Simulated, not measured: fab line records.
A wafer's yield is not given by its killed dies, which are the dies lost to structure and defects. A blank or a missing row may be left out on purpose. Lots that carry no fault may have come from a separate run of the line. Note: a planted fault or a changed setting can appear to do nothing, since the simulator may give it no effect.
Matching of chambers / flow n5-finfet / uv-cure-01 running N5_BEOL_M8_CURE_74: 3 sister chambers
The step cures SiCOH lowk, time 240 s. 3 wafers are shown with their chamber, then 8 later ones without.

## WAFERS PAIRED WITH THEIR CHAMBERS
wafer=L087.6 chamber=2 wafer_temp_C_max=387.3
wafer=L090.5 chamber=0 wafer_temp_C_max=386.2
wafer=L093.1 chamber=1 wafer_temp_C_max=386.0

## WAFERS MISSING THEIR CHAMBER
wafer=L093.4 wafer_temp_C_max=386.8
wafer=L093.6 wafer_temp_C_max=386.9
wafer=L093.2 wafer_temp_C_max=386.4
wafer=L093.3 wafer_temp_C_max=386.5
wafer=L093.5 wafer_temp_C_max=386.4
wafer=L094.1 wafer_temp_C_max=386.8
wafer=L094.2 wafer_temp_C_max=386.9
wafer=L094.5 wafer_temp_C_max=386.9

## CHAMBER TAKEN BY EACH
wafer=L093.4; from the rows above=can't be placed: 2 or 0 or 1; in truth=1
wafer=L093.6; from the rows above=can't be placed: 2 or 0 or 1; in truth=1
wafer=L093.2; from the rows above=can't be placed: 0 or 1 or 2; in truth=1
wafer=L093.3; from the rows above=can't be placed: 0 or 1 or 2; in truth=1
wafer=L093.5; from the rows above=can't be placed: 0 or 1 or 2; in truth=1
wafer=L094.1; from the rows above=can't be placed: 2 or 0 or 1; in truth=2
wafer=L094.2; from the rows above=can't be placed: 2 or 0 or 1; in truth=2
wafer=L094.5; from the rows above=can't be placed: 2 or 0 or 1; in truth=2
Correctly placed: 0 of 8. From these rows, 8 cannot be placed; in 8 the true chamber is one of the candidates. Placed wrongly: 0.
How it was worked out, from the rows above alone: a wafer's distance from a chamber is the root of the sum, over the readings, of the square of ((its reading less the chamber's mean) divided by the reading's scatter). The wafer belongs to the nearest chamber; if the next one is less than 2 further off, it can't be placed. A chamber's mean is the mean of its shown wafers. The scatter: root of mean squared gap, hidden wafer to nearest shown wafer, with one shown wafer a chamber.
